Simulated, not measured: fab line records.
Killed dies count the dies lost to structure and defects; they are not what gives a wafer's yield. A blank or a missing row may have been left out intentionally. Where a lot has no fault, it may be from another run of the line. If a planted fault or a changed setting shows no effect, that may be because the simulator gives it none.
Comparing a struck lot with a sound one ; flow n5 finfet ; 18 steps out of a route of 1938
Sound: the wafers L959.1, L959.2, L959.6. Struck: wafer L971.6. (L971.3 of the same lot was not struck and is left out.) The cause comes at the end.
Order at every step that has rows: each side's tool, ch and its chambers, its first start. Under that, the readings that differ: sound wafers ; struck wafers ; difference of the means ; sigmas: that difference in standard deviations of wafers without a fault.
alike: readings with means less than 2 such deviations apart, plus words and numbers identical on both sides. not compared: withheld readings, readings lacking a value on some wafer, bounds such as >300 that could conceal the same value, and numbers that have no deviation in the record and whose values overlap.
A row with sigmas, a row that says differs or no value, or rows on one side alone: a step with any of these is where the two part. When numbers do not overlap yet have no deviation, they are printed without sigmas and do not part them. A reading that every wafer of one side lacks parts them only if that side has two wafers or more.

N5_BEOL_M13_ETCH_68: etches SOC in N2/H2, time 355 s.
  sound on rie diel-03 ch 1,2,3, day 11 06:16; struck on rie diel-03 ch 3, day 14 05:13
  alike: drypump motor current A, oes product au, rf vpp V, showerhead plenum p Torr, throttle valve pct
  not compared: rf hours counter h
then, 1 step without rows for these wafers: N5_BEOL_M13_STRIP_69 (strips in N2/H2).
N5_BEOL_M13_TRENCH_ETCH_34: etches SiOC in C4F8/O2/Ar, target depth 413.47 nm, time 162.6 s.
  sound on rie diel-03 ch 1,2,3, day 11 06:29; struck on rie diel-03 ch 3, day 14 05:26
  alike: drypump motor current A, oes product au, rf vpp V, showerhead plenum p Torr, throttle valve pct
  not compared: rf hours counter h
then, 1 step without rows for these wafers: N5_BEOL_M13_STRIP_70 (strips in C4F8/O2/Ar).
N5_BEOL_M13_OCD_MEAS_35:
  sound on ocd-01, day 11 06:39; struck on ocd-01, day 14 05:37
  alike: trench depth nm
N5_BEOL_M13_STRIP_37: strips in N2/H2.
  sound on plasma asher-02 ch 0,1, day 11 06:41; struck on plasma asher-02 ch 0, day 14 05:43
  alike: drypump motor current A, heater power w, oes product au
  not compared: rf hours counter h
then, 4 steps without rows for these wafers: N5_BEOL_M13_ETCH_38 (etches SiCN in CF4/N2, target depth 67.5 nm, time 71.9 s); N5_BEOL_M13_PRECLEAN_39 (cleans in residue remover, time 60 s); N5_BEOL_M13_SRD_40 (time 30 s, dry time 30 s); N5_BEOL_M13_DEGAS_41 (time 60 s).
N5_BEOL_M13_PRE_CLEAN_42: time 30 s.
  sound on pvd sputter-03, day 11 08:32; struck on pvd sputter-02, day 14 10:30
  alike: heater power w
then, 1 step without rows for these wafers: N5_BEOL_M13_SPUTTER_43 (material TaN, target thk 15 nm, time 24.19 s).
N5_BEOL_M13_SPUTTER_44: material Ta, target thk 10 nm, time 16.13 s.
  sound on pvd sputter-03, day 11 08:40; struck on pvd sputter-02, day 14 10:37
reading;sound;struck;difference;sigmas
model.Ta_of_BEOL_M13_SPUTTER_44.thk nm (nm);10 10 10;7.8;-2.2;
  alike: throttle valve pct
then, 2 steps without rows for these wafers: N5_BEOL_M13_SPUTTER_45 (material Cu, target thk 80 nm, time 13.33 s); N5_BEOL_M13_ECD_47 (material Cu, target thk 936 nm).
N5_BEOL_M13_ANNEAL_48: time 90 s.
  sound on rtp anneal-02 ch 0, day 11 09:01; struck on rtp anneal-02 ch 0, day 14 12:16
  alike: wafer_temp_C_max
N5_BEOL_M13_CMP_49: polishes, stops on SiOC, t overpolish 17.1 s, target thk 420 nm.
  sound on cmp-02 ch 0,1,3, day 11 09:22; struck on cmp-02 ch 2, day 14 12:28
reading;sound;struck;difference;sigmas
barrier field endpoint s (s);31.1 30.6 30.7;27.3;-3.5;-5
  alike: clearing platen down force psi, motor current A, slurry filter dp kPa
N5_BEOL_M13_THK_MEAS_50: measures by xrf.
  sound on film metro-01, day 11 09:37; struck on film metro-01, day 14 12:46
  alike: M13_THK

WHERE THEY PART
N5_BEOL_M13_CMP_49 only, going by this record. Later steps at which nothing parts them and some readings are alike: N5_BEOL_M13_THK_MEAS_50.

WHY: whatever the simulator had introduced
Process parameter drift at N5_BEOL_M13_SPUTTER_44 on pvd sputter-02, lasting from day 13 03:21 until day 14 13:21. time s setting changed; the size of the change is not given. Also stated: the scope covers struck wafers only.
